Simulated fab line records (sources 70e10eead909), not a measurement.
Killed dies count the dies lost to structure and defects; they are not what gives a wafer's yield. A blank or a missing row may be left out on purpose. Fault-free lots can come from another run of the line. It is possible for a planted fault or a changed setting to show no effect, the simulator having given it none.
Chamber matching    flow nandHarc    NHARC_P_M0_DEP_32 on pecvd-04: 3 sister chambers
The step deposits SiCN, target thk 30 nm. 3 wafers are shown with their chamber, then 8 later ones without.

WAFERS PAIRED WITH THEIR CHAMBERS
wafer   chamber  heaterPowerW (W)
L086.2  2        687
L086.5  1        562
L087.2  0        464

WAFERS WITH NO CHAMBER GIVEN
wafer   heaterPowerW (W)
L087.3  586
L087.6  766
L090.2  607
L090.3  583
L090.6  734
L091.1  763
L091.4  792
L091.6  521

THE CHAMBER EACH PASSED THROUGH
wafer   from the rows above           in truth
L087.3  can't be placed: 1 or 2 or 0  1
L087.6  2                             2
L090.2  can't be placed: 1 or 2 or 0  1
L090.3  can't be placed: 1 or 2 or 0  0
L090.6  2                             2
L091.1  2                             2
L091.4  2                             2
L091.6  can't be placed: 1 or 0       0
Correctly placed: 4 of 8. Cannot be placed on the basis of these rows: 4; the candidates contain the true chamber in 4. 0 placed wrongly.
How it was worked out, from the rows above alone: a wafer's distance from a chamber is the root of the sum, over the readings, of the square of ((its reading less the chamber's mean) divided by the reading's scatter). If the next closest chamber is less than 2 further off than the closest, the wafer can't be placed; otherwise it belongs to the closest. The mean given for a chamber averages the wafers shown for that chamber. The scatter: with one shown wafer a chamber, the root of the mean of the squares of how far each hidden wafer lies from its nearest shown one.
